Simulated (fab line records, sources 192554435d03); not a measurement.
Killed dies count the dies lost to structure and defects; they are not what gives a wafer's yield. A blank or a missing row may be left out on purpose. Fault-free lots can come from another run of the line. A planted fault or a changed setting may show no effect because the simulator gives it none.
fab line records ; flow n5-finfet
record lots=9; wafers=27; last-day=19
route steps=1938 shown BEOL_M4@1111 BEOL_M11@1558 BEOL_M12@1613 PASSIVATION@1936
lots untouched by any fault: they come from a run of this same line in which no faults occurred
start-h: the number of hours between the record's first day and the start of the first shown wafer of the lot ; wait-h: hours since the lot's step before ; " identical to the entry in the row above ; L1.1+2: a row that stands for several wafers ; - either no value or no given start ; * or withheld: withheld ; < > ~ a bound
route shown NAME@n: names a module that has steps shown in the file, with the first one's number in the route ; usual: mean/standard deviation of fault-free wafers ; same: alike in all rows ; chamber/n: place in a boat ; sites: the reading at each site ; _std_site: how widely they spread, as a standard deviation ; _edge_site: mean of outer sites minus mean of inner sites ; radius-mm: how far each site lies from the wafer's centre ; mask NAME#n: copy n ; behind: the tool/chamber that last shaped the wafer ; hold: cause of the lot's hold/its duration in hours/its outcome ; device: transistor that didn't switch, given as n, p or np ; end of line: the tests these same wafers got at the end of their route ; step lacking rows: just its recipe ; killed: at the first sort, the dies lost to defects and structure; wafer yield is something else ; map: a wafer's dies, x killed, . not, _ none there
set.NAME: the setting as run; set.NAME@STEP: as run at that earlier step ; model.NAME: the simulator's own value behind a step, which no gauge read
route steps across a sampled set of lots; one table per step, one row per wafer
services: the hour from which a tool's chamber was out of use, counted from the record's first day as start-h (under 0 if before that day), plus the number of hours and why
## steps
# step N5_BEOL_M4_RC_MEAS_101
# usual DIBL_N=35.1/1.6; DIBL_P=34.9/1.8; IOFF_N=0.143/0.026; IOFF_P=0.21/0.037; ION_N=671/11; ION_P=463/7.8; SS_N=71.2/0.58; SS_P=73.0/0.54; VT_N=251/3; VT_P=-250/4.1
lot.wafer;tool;chamber;start-h;wait-h;DIBL_N[mV/V];DIBL_P[mV/V];IOFF_N[nA/um];IOFF_P[nA/um];ION_N[uA/um];ION_P[uA/um];SS_N[mV/dec];SS_P[mV/dec];VT_N[mV];VT_P[mV]
L396.2;prober-02;0;187.04;0.2;36.0;35.6;0.173;0.22;682;468;71.7;73.0;248;-247
L396.3;prober-02;0;187.04;0.2;35.5;35.7;0.165;0.23;682;468;71.4;73.1;247;-244
L396.6;prober-02;0;187.04;0.2;38.2;37.7;0.214;0.27;690;469;71.7;73.6;246;-242
L399.3;prober-01;0;196.47;0.3;33.5;33.1;0.131;0.17;676;461;71.2;72.3;249;-254
L399.5;prober-01;0;196.47;0.3;33.3;32.9;0.129;0.17;670;453;71.2;73.0;251;-255
L399.6;prober-01;0;196.47;0.3;34.0;33.4;0.138;0.16;675;460;70.9;73.1;253;-254
L402.1;prober-01;0;241.00;0.0;34.3;35.1;0.135;0.20;681;467;71.2;73.2;254;-248
L402.2;prober-01;0;241.00;0.0;35.9;36.5;0.155;0.23;691;467;71.6;73.7;251;-246
L402.6;prober-01;0;241.00;0.0;33.5;34.4;0.131;0.20;668;469;71.2;72.3;252;-250
L405.2;prober-02;0;248.51;0.2;35.2;34.4;0.143;0.19;676;462;71.2;73.3;252;-253
L405.3;prober-02;0;248.51;0.2;36.0;35.8;0.156;0.21;678;466;72.0;74.1;249;-250
L405.5;prober-02;0;248.51;0.2;34.7;34.0;0.136;0.19;671;462;71.2;73.2;251;-253
L414.4;prober-01;0;311.07;0.5;34.1;34.2;0.138;0.20;668;462;70.5;73.2;251;-247
L414.5;prober-01;0;311.07;0.5;34.5;33.9;0.140;0.19;670;459;71.0;73.2;253;-249
L414.6;prober-01;0;311.07;0.5;34.7;36.2;0.165;0.24;696;477;71.9;73.1;246;-246
L412.2;prober-02;0;311.55;0.2;34.6;33.5;0.104;0.17;647;447;71.2;73.7;256;-256
L412.3;prober-02;0;311.55;0.2;35.2;34.0;0.122;0.18;660;455;70.7;73.1;254;-253
L412.4;prober-02;0;311.55;0.2;35.7;33.9;0.121;0.18;653;454;70.8;73.1;256;-253
L415.1;prober-01;0;317.73;0.0;33.6;33.2;0.113;0.18;655;462;70.6;72.5;253;-249
L415.2;prober-01;0;317.73;0.0;36.4;36.0;0.156;0.22;676;475;71.6;73.7;252;-248
L415.4;prober-01;0;317.73;0.0;33.3;32.2;0.106;0.16;656;455;70.8;71.9;255;-252
L416.1;prober-01;0;330.80;0.0;34.3;33.8;0.121;0.19;656;450;71.3;72.6;253;-251
L416.2;prober-01;0;330.80;0.0;37.4;38.1;0.175;0.26;675;472;71.4;73.6;249;-247
L416.3;prober-01;0;330.80;0.0;36.3;36.9;0.154;0.23;674;472;71.2;72.7;251;-250
L417.1;prober-02;0;331.02;0.0;38.4;38.9;0.223;0.25;674;451;72.7;74.1;250;-248
L417.4;prober-02;0;331.02;0.0;33.5;34.8;0.133;0.19;675;461;70.7;72.9;252;-248
L417.5;prober-02;0;331.02;0.0;35.1;36.8;0.157;0.21;681;466;70.6;73.5;248;-252
# step N5_BEOL_M11_STRIP_19
# recipe chemistry=O2; power-w=400; temp-c=40; pressure-mtorr=30; rf-frequency-hz=6e+07; bias-power-w=0; overash-fraction=0.2; o2-flow-sccm=225
# usual drypump-motor-current-A=5.6/0.34; oes-product-au=0.76/0.078; rf-vpp-V=3.7/0.62; showerhead-plenum-p-Torr=2.11/0.074; throttle-valve-pct=16.89/0.22
lot.wafer;tool;chamber;start-h;wait-h;drypump-motor-current-A;oes-product-au;rf-hours-counter-h;rf-vpp-V;showerhead-plenum-p-Torr;throttle-valve-pct
L396.2;rie-diel-02;0;256.67;0.2;5.8;0.83;73;4.1;2.05;16.38
L396.3;rie-diel-02;1;256.67;0.2;5.6;0.71;206;3.1;2.17;16.93
L396.6;rie-diel-02;3;256.67;0.2;5.0;0.92;-;4.6;2.25;16.85
L399.3;rie-diel-02;0;272.25;0.3;5.8;0.83;75;3.9;2.05;16.39
L399.5;rie-diel-02;3;272.25;0.3;5.1;0.91;-;3.9;2.25;16.85
L399.6;rie-diel-02;0;272.25;0.3;5.8;0.84;-;3.0;2.05;16.37
L402.1;rie-diel-03;3;304.58;0.1;5.5;0.71;230;3.4;2.09;17.20
L402.2;rie-diel-03;2;304.58;0.1;5.3;0.72;179;3.3;2.09;17.06
L402.6;rie-diel-03;3;304.58;0.1;5.5;0.71;-;4.7;2.09;17.20
L405.2;rie-diel-01;1;306.96;0.1;6.1;0.71;220;3.9;2.07;17.00
L405.3;rie-diel-01;0;306.96;0.1;5.7;0.70;226;3.1;2.09;17.07
L405.5;rie-diel-01;1;306.96;0.1;6.1;0.71;-;2.5;2.07;17.00
L412.2;rie-diel-03;2;373.88;0.1;5.3;0.71;194;4.1;2.08;17.10
L412.3;rie-diel-03;1;373.88;0.1;5.9;0.85;48;2.9;2.21;16.74
L412.4;rie-diel-03;3;373.88;0.1;5.5;0.71;246;3.9;2.08;17.24
L415.1;rie-diel-01;1;377.19;0.1;6.0;0.69;249;4.0;2.06;17.06
L415.2;rie-diel-01;3;377.19;0.1;6.5;0.71;221;3.5;1.97;16.80
L415.4;rie-diel-01;0;377.19;0.1;5.7;0.67;246;3.7;2.08;17.08
L414.4;rie-diel-02;0;382.86;0.1;5.8;0.79;-;3.8;2.04;16.46
L414.5;rie-diel-02;1;382.86;0.1;5.6;0.68;-;3.6;2.16;17.03
L414.6;rie-diel-02;3;382.86;0.1;5.0;0.85;-;3.4;2.23;16.91
L416.1;rie-diel-03;1;407.10;0.1;5.9;0.84;58;3.2;2.21;16.74
L416.2;rie-diel-03;2;407.10;0.1;5.3;0.72;204;3.6;2.08;17.11
L416.3;rie-diel-03;0;407.10;0.1;5.4;0.71;235;4.7;2.08;16.96
L417.1;rie-diel-01;1;407.57;0.1;6.0;0.98;4;3.4;2.06;16.62
L417.4;rie-diel-01;3;407.57;0.1;6.5;0.70;-;2.7;1.97;16.80
L417.5;rie-diel-01;1;407.57;0.1;6.0;0.97;-;3.1;2.06;16.64
# step N5_BEOL_M11_OVL_MEAS_29
# recipe points-per-wafer=44
# usual V10_OVL=-0.2/0.78
lot.wafer;tool;chamber;start-h;wait-h;V10_OVL[nm]
L396.2;overlay-01;0;264.63;0.0;0.5
L396.3;overlay-01;0;264.63;0.0;-0.4
L396.6;overlay-01;0;264.63;0.0;-0.2
L399.3;overlay-02;0;274.85;0.1;-0.9
L399.5;overlay-02;0;274.85;0.1;0.0
L399.6;overlay-02;0;274.85;0.1;-1.5
L402.1;overlay-01;0;306.08;0.0;-0.1
L402.2;overlay-01;0;306.08;0.0;0.9
L402.6;overlay-01;0;306.08;0.0;0.4
L405.2;overlay-02;0;307.60;0.0;-0.3
L405.3;overlay-02;0;307.60;0.0;-0.3
L405.5;overlay-02;0;307.60;0.0;0.2
L412.2;overlay-01;0;374.39;0.0;-0.8
L412.3;overlay-01;0;374.39;0.0;-0.1
L412.4;overlay-01;0;374.39;0.0;-0.1
L415.1;overlay-01;0;377.72;0.0;0.5
L415.2;overlay-01;0;377.72;0.0;0.8
L415.4;overlay-01;0;377.72;0.0;0.5
L414.4;overlay-02;0;385.73;0.0;0.0
L414.5;overlay-02;0;385.73;0.0;-0.7
L414.6;overlay-02;0;385.73;0.0;0.4
L416.1;overlay-02;0;409.24;0.0;-0.9
L416.2;overlay-02;0;409.24;0.0;-0.5
L416.3;overlay-02;0;409.24;0.0;-0.7
L417.1;overlay-02;0;409.29;0.0;0.0
L417.4;overlay-02;0;409.29;0.0;-2.2
L417.5;overlay-02;0;409.29;0.0;-0.4
# step N5_BEOL_M11_CMP_52
# recipe stop-on=SiCOH_lowk; t-overpolish-s=7; down-force-psi=1; platen-rpm=50; clearing-platen-down-force-psi=1.5; clearing-platen-rpm=50; post-cmp-clean=cu-alkaline; target-thk-nm=140; clearing-platen-pad-velocity-m-s=0.99484; pad-velocity-m-s=0.99484
# usual barrier-field-endpoint-s=29.0/0.71; motor-current-A=5.9/0.8; overpolish-run-s=7.000/0.0092; retaining-ring-pressure-frac=1.000/0.0051; time-to-endpoint-s=66.1/2.8
lot.wafer;tool;chamber;start-h;wait-h;barrier-field-endpoint-s;motor-current-A;overpolish-run-s;retaining-ring-pressure-frac;time-to-endpoint-s
L396.3;cmp-02;2;267.59;0.2;27.7;5.7;6.984;1.001;64.2
L396.2;cmp-02;3;267.59;0.2;29.8;5.9;6.992;0.998;64.5
L396.6;cmp-02;0;267.59;0.2;29.5;7.0;6.995;0.998;63.7
L399.3;cmp-01;3;278.58;0.3;29.1;5.0;6.998;1.001;67.5
L399.5;cmp-01;0;278.58;0.3;29.2;5.1;6.999;1.013;66.9
L399.6;cmp-01;1;278.58;0.3;28.4;6.1;6.993;0.996;68.1
L402.2;cmp-02;0;309.00;0.2;46.9;7.0;0.041;1.012;83.9
L402.1;cmp-02;3;309.00;0.2;46.9;6.5;0.037;0.998;86.3
L402.6;cmp-02;1;309.00;0.2;46.9;5.1;0.037;1.000;85.4
L405.2;cmp-02;1;311.06;0.2;46.9;5.0;0.040;0.991;85.6
L405.3;cmp-02;0;311.06;0.2;29.6;6.7;7.003;0.992;68.4
L405.5;cmp-02;1;311.06;0.2;29.5;5.0;7.000;1.003;66.7
L412.2;cmp-03;2;376.77;0.3;28.6;6.7;7.000;0.998;66.8
L412.3;cmp-03;3;376.77;0.3;28.9;4.9;6.998;0.996;68.4
L412.4;cmp-03;0;376.77;0.3;29.1;7.9;7.000;1.002;63.7
L415.2;cmp-02;3;381.48;0.2;28.7;6.2;6.997;1.003;66.7
L415.4;cmp-02;0;381.48;0.2;29.1;6.5;7.005;1.003;65.7
L415.1;cmp-02;2;381.48;0.2;28.5;5.5;6.996;1.000;63.4
L414.4;cmp-03;1;390.61;0.2;29.0;6.1;7.013;0.994;64.4
L414.6;cmp-03;0;390.61;0.2;29.1;7.6;7.012;0.996;64.9
L414.5;cmp-03;1;390.61;0.2;28.5;6.0;7.005;0.995;63.0
L417.1;cmp-01;2;412.08;0.3;28.2;5.4;7.004;1.006;62.2
L417.4;cmp-01;3;412.08;0.3;29.6;5.1;6.983;1.004;69.5
L417.5;cmp-01;2;412.08;0.3;29.4;5.6;7.011;0.994;63.2
L416.1;cmp-03;3;412.11;0.3;29.2;4.9;6.994;0.991;70.0
L416.2;cmp-03;0;412.11;0.3;28.2;8.5;7.009;1.004;63.4
L416.3;cmp-03;2;412.11;0.3;28.3;6.1;7.002;1.005;63.8
# step N5_BEOL_M11_THK_MEAS_53
# recipe thk-meas-gauge=xrf; reads=Cu_of_BEOL_M11_ECD_50
# usual M11_THK=139/3.1
lot.wafer;tool;chamber;start-h;wait-h;M11_THK[nm]
L396.2;film-metro-02;-;267.81;-;135
L396.3;film-metro-02;-;267.81;-;137
L396.6;film-metro-02;-;267.81;-;136
L399.3;film-metro-02;-;278.76;-;137
L399.5;film-metro-02;-;278.76;-;135
L399.6;film-metro-02;-;278.76;-;137
L402.1;film-metro-02;-;309.29;-;250
L402.2;film-metro-02;-;309.29;-;260
L402.6;film-metro-02;-;309.29;-;253
L405.2;film-metro-01;-;311.35;-;252
L405.3;film-metro-01;-;311.35;-;137
L405.5;film-metro-01;-;311.35;-;136
L412.2;film-metro-01;-;377.03;-;137
L412.3;film-metro-01;-;377.03;-;142
L412.4;film-metro-01;-;377.03;-;138
L415.1;film-metro-01;-;381.77;-;137
L415.2;film-metro-01;-;381.77;-;145
L415.4;film-metro-01;-;381.77;-;141
L414.4;film-metro-02;-;390.87;-;139
L414.5;film-metro-02;-;390.87;-;139
L414.6;film-metro-02;-;390.87;-;139
L417.1;film-metro-02;-;412.34;-;133
L417.4;film-metro-02;-;412.34;-;139
L417.5;film-metro-02;-;412.34;-;135
L416.1;film-metro-01;-;412.41;-;144
L416.2;film-metro-01;-;412.41;-;138
L416.3;film-metro-01;-;412.41;-;142
# step N5_BEOL_M11_INSPECT_58
# recipe inspect-instrument=darkfield; mode=post-dep
# usual raw-defect-count=65/21
lot.wafer;tool;chamber;start-h;wait-h;raw-defect-count
L396.2;defect-inspect-02;-;267.96;0.0;74
L396.3;defect-inspect-02;-;267.96;0.0;49
L396.6;defect-inspect-02;-;267.96;0.0;52
L399.3;defect-inspect-02;-;278.91;0.0;64
L399.5;defect-inspect-02;-;278.91;0.0;91
L399.6;defect-inspect-02;-;278.91;0.0;75
L402.1;defect-inspect-02;-;309.44;0.0;1032
L402.2;defect-inspect-02;-;309.44;0.0;1141
L402.6;defect-inspect-02;-;309.44;0.0;1047
L405.2;defect-inspect-02;-;311.54;0.0;1042
L405.3;defect-inspect-02;-;311.54;0.0;64
L405.5;defect-inspect-02;-;311.54;0.0;48
L412.2;defect-inspect-02;-;377.18;0.0;59
L412.3;defect-inspect-02;-;377.18;0.0;56
L412.4;defect-inspect-02;-;377.18;0.0;50
L415.1;defect-inspect-02;-;381.92;0.0;37
L415.2;defect-inspect-02;-;381.92;0.0;54
L415.4;defect-inspect-02;-;381.92;0.0;77
L414.4;defect-inspect-02;-;391.02;0.0;68
L414.5;defect-inspect-02;-;391.02;0.0;55
L414.6;defect-inspect-02;-;391.02;0.0;82
L417.1;defect-inspect-02;-;412.52;0.0;51
L417.4;defect-inspect-02;-;412.52;0.0;48
L417.5;defect-inspect-02;-;412.52;0.0;64
L416.1;defect-inspect-02;-;412.56;0.0;68
L416.2;defect-inspect-02;-;412.56;0.0;20
L416.3;defect-inspect-02;-;412.56;0.0;49
# step N5_BEOL_M12_OVL_MEAS_11
# recipe points-per-wafer=44
# usual V11_OVL=-1/5.8
lot.wafer;tool;chamber;start-h;wait-h;V11_OVL[nm]
L396.2;overlay-02;0;268.59;0.0;4
L396.3;overlay-02;0;268.59;0.0;-5
L396.6;overlay-02;0;268.59;0.0;1
L399.3;overlay-01;0;279.41;0.0;6
L399.5;overlay-01;0;279.41;0.0;7
L399.6;overlay-01;0;279.41;0.0;6
L405.3;overlay-02;0;312.05;0.0;-2
L405.5;overlay-02;0;312.05;0.0;-7
L412.2;overlay-02;0;378.52;0.0;4
L412.3;overlay-02;0;378.52;0.0;4
L412.4;overlay-02;0;378.52;0.0;2
L415.1;overlay-01;0;382.42;0.0;-4
L415.2;overlay-01;0;382.42;0.0;-2
L415.4;overlay-01;0;382.42;0.0;3
L414.4;overlay-02;0;391.70;0.0;-1
L414.5;overlay-02;0;391.70;0.0;-13
L414.6;overlay-02;0;391.70;0.0;-1
L416.1;overlay-01;0;413.06;0.0;-4
L416.2;overlay-01;0;413.06;0.0;-5
L416.3;overlay-01;0;413.06;0.0;-5
L417.1;overlay-02;0;413.10;0.0;1
L417.4;overlay-02;0;413.10;0.0;3
L417.5;overlay-02;0;413.10;0.0;7
# step N5_PASSIVATION_PROBE_49
# usual defect-limited-yield=91.1/1.4; killed_at_M0_to_M3=36/11; killed_at_M4_up=14/5.2; killed-at-contacts=12/6.1; killed-at-front-end=40/12; killed-at-other=3.2/2.5; killed-dies=105/16; killed-on-rim=14/4.4; killed-open=68/12; killed-short=35/8.7; sort_bin_5_function=5.2/0.89; sort_bin_6_memory=3.3/0.66; sort-n-pass=1074/16; sort-yield-pct=91.1/1.4
# same gross-dies=1180; killed-at-back-side=0; sort_bin_4_leakage[%]=0; sort_bin_8_speed[%]=0
lot.wafer;tool;chamber;start-h;wait-h;defect-limited-yield[%];killed_at_M0_to_M3;killed_at_M4_up;killed-at-contacts;killed-at-front-end;killed-at-other;killed-dies;killed-on-rim;killed-open;killed-short;sort_bin_5_function[%];sort_bin_6_memory[%];sort-n-pass;sort-yield-pct[%]
L402.1;prober-02;-;352.72;0.0;0;40;1075;20;43;2;1180;152;77;40;6.1;3.4;0;0
L402.2;prober-02;-;352.77;0.1;0;35;1085;18;39;3;1180;152;79;30;5.3;3.6;0;0
L402.6;prober-02;-;352.97;0.3;0;31;1105;4;36;4;1180;152;54;33;3.4;3.5;0;0
L405.2;prober-01;-;355.28;0.1;0;8;1129;5;36;2;1180;152;39;28;3.4;1.9;0;0
L405.3;prober-01;-;355.33;0.1;93.2;28;11;11;28;2;80;14;53;24;4.6;1.9;1100;93.2
L405.5;prober-01;-;355.43;0.2;92.5;21;4;16;43;5;89;12;53;30;5.0;2.2;1091;92.5
# killed by level:class
L402.1 BEOL_M11:area-cmp=1062 STI_FIN_REVEAL:geometric-particle:open=16 MOL_CONTACT_COAG:geometric-particle:open=15 BEOL_M0_SAQP:geometric-particle:short=10 BEOL_M2:geometric-particle:open=8 FIN_SAQP:geometric-particle:short=7 DUMMY_GATE:geometric-particle:open=7 BEOL_M0_SAQP:geometric-particle:open=7
L402.2 BEOL_M11:area-cmp=1071 STI_FIN_REVEAL:geometric-particle:open=14 MOL_CONTACT_COAG:geometric-particle:open=13 BEOL_M0_SAQP:geometric-particle:open=10 FIN_SAQP:geometric-particle:short=8 BEOL_M4:geometric-particle:open=6 BEOL_M1:geometric-particle:open=6 BEOL_M3:geometric-particle:open=6
L402.6 BEOL_M11:area-cmp=1092 STI_FIN_REVEAL:geometric-particle:open=10 BEOL_M3:geometric-particle:short=9 BEOL_M4:geometric-particle:open=7 FIN_SAQP:geometric-particle:open=6 BEOL_M0_SAQP:geometric-particle:short=6 BEOL_M3:geometric-particle:open=6 DUMMY_GATE:geometric-particle:open=5
L405.2 BEOL_M11:area-cmp=1111 FIN_SAQP:geometric-particle:short=8 FIN_SAQP:geometric-particle:open=8 BEOL_M4:geometric-particle:short=8 STI_FIN_REVEAL:geometric-particle:open=4 DUMMY_GATE:geometric-particle:open=4 DUMMY_GATE:geometric-particle:short=4 MOL_CONTACT_COAG:geometric-particle:open=4
L405.3 MOL_CONTACT_COAG:geometric-particle:open=11 FIN_SAQP:geometric-particle:open=8 BEOL_M0_SAQP:geometric-particle:short=7 BEOL_M2:geometric-particle:open=6 FIN_SAQP:geometric-particle:short=5 BEOL_M1:geometric-particle:open=5 BEOL_M0_SAQP:geometric-particle:open=3 BEOL_M3:geometric-particle:open=3
L405.5 MOL_CONTACT_COAG:geometric-particle:open=15 FIN_SAQP:geometric-particle:short=9 STI_FIN_REVEAL:geometric-particle:open=6 DUMMY_GATE:geometric-particle:open=4 BEOL_M0:geometric-particle:open=4 BEOL_M3:geometric-particle:open=4 HKMG_FIN:area-etch=4 STI_FIN_REVEAL:geometric-particle:short=3
## services
tool;chamber;start-h;hours;kind
cmp-01;-;237.79;4.5;repair
rie-diel-03;-;238.74;15.6;pm
rie-diel-02;-;241.28;5.4;repair
cmp-03;-;248.53;0.6;repair
rie-diel-03;0;260.05;1.3;repair
cmp-01;-;271.38;4.5;repair
cmp-01;-;311.58;2.0;repair
cmp-01;-;317.92;4.0;pm
cmp-01;-;325.08;1.0;repair
rie-diel-03;-;329.81;14.6;pm
rie-diel-01;-;333.19;2.8;pm
cmp-02;-;339.95;0.9;repair
cmp-03;-;366.27;5.1;pm
rie-diel-02;2;368.90;-;clean
rie-diel-02;2;368.90;-;consumable-replace:focus-ring
cmp-02;-;368.98;4.0;pm
cmp-02;-;372.98;-;consumable-replace:conditioner
cmp-02;-;372.98;-;consumable-replace:pad
cmp-01;-;397.26;1.1;repair
cmp-02;-;397.58;0.9;repair
rie-diel-02;2;402.51;9.0;repair
cmp-03;-;408.77;1.9;repair
cmp-02;-;409.81;0.5;repair
rie-diel-02;0;411.74;1.9;repair
## key
first-sign step=N5_BEOL_M11_CMP_52; reading=overpolish-run-s; direction=down; sigmas=99+; usual=7.000; struck=0.039
effect step=N5_BEOL_M11_CMP_52; reading=barrier-field-endpoint-s; direction=up; sigmas=25; usual=29.0; struck=46.9
effect step=N5_BEOL_M11_THK_MEAS_53; reading=M11_THK; direction=up; sigmas=37; usual=139; struck=254
effect step=N5_BEOL_M11_INSPECT_58; reading=raw-defect-count; direction=up; sigmas=48; usual=65; struck=1066
effect step=N5_PASSIVATION_PROBE_49; reading=killed_at_M4_up; direction=up; sigmas=99+; usual=14; struck=1098
more-kills-born-at N5_BEOL_M11_CMP_52@cmp-02=4336
met-at N5_BEOL_M11_CMP_52
struck-lots L402,L405
struck-wafers L402.1,L402.2,L402.6,L405.2
later-rows-left-out L402.1,L402.2,L402.6,L405.2
not-acting-at N5_BEOL_M11_STRIP_19,N5_BEOL_M11_OVL_MEAS_29,N5_BEOL_M12_OVL_MEAS_11
onset-between 267.59 309.00
fault kind=process-parameter-drift; tool=cmp-02; chamber=-; onset-h=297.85; steps=N5_BEOL_M11_CMP_52; channel=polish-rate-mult; offset=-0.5; shape=step; end-h=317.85; scope=struck-wafers-only
# later-rows-left-out: the simulator's readings of these wafers behind a module that went badly wrong aren't trusted and aren't shown, but for the sort
